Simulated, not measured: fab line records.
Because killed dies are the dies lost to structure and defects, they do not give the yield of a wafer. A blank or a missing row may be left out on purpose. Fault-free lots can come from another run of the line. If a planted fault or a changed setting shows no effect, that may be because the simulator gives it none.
Chamber matching -- flow nandHarc -- pecvd-02 running NHARC_A_CONTACT_DEP_58: 3 sister chambers
The step deposits SiON, target thk 90 nm. 6 wafers are shown with their chamber, then 8 later ones without.

## EACH WAFER AND ITS CHAMBER
wafer,chamber,heaterPowerOuterW (W),heaterPowerW (W)
L080.3,0,387,679
L080.6,1,464,755
L085.3,0,482,807
L085.4,2,498,793
L085.5,1,379,628
L092.1,2,548,818

## WAFERS WHOSE CHAMBER IS MISSING
wafer,heaterPowerOuterW (W),heaterPowerW (W)
L092.2,442,739
L092.5,437,720
L090.1,565,842
L090.2,439,721
L090.3,455,729
L094.2,440,704
L094.4,421,708
L094.5,484,798

## CHAMBER TAKEN BY EACH
wafer,from the rows above,in truth
L092.2,can't be placed: 0 or 1 or 2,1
L092.5,can't be placed: 0 or 1 or 2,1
L090.1,can't be placed: 2 or 0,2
L090.2,can't be placed: 0 or 1 or 2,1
L090.3,can't be placed: 0 or 1 or 2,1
L094.2,can't be placed: 1 or 0 or 2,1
L094.4,can't be placed: 1 or 0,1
L094.5,can't be placed: 2 or 0 or 1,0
Correct placement for 0 of the 8. Cannot be placed on the basis of these rows: 8; the candidates contain the true chamber in 8. 0 placed wrongly.
How it was worked out, from the rows above alone: a wafer's distance from a chamber is the root of the sum, over the readings, of the square of ((its reading less the chamber's mean) divided by the reading's scatter). If the next closest chamber is less than 2 further off than the closest, the wafer can't be placed; otherwise it belongs to the closest. For every chamber, the mean is computed from those of its wafers that are shown. The scatter: the root of (the sum of the squares of (reading less its chamber's mean) over the shown wafers, divided by (wafers less chambers)).
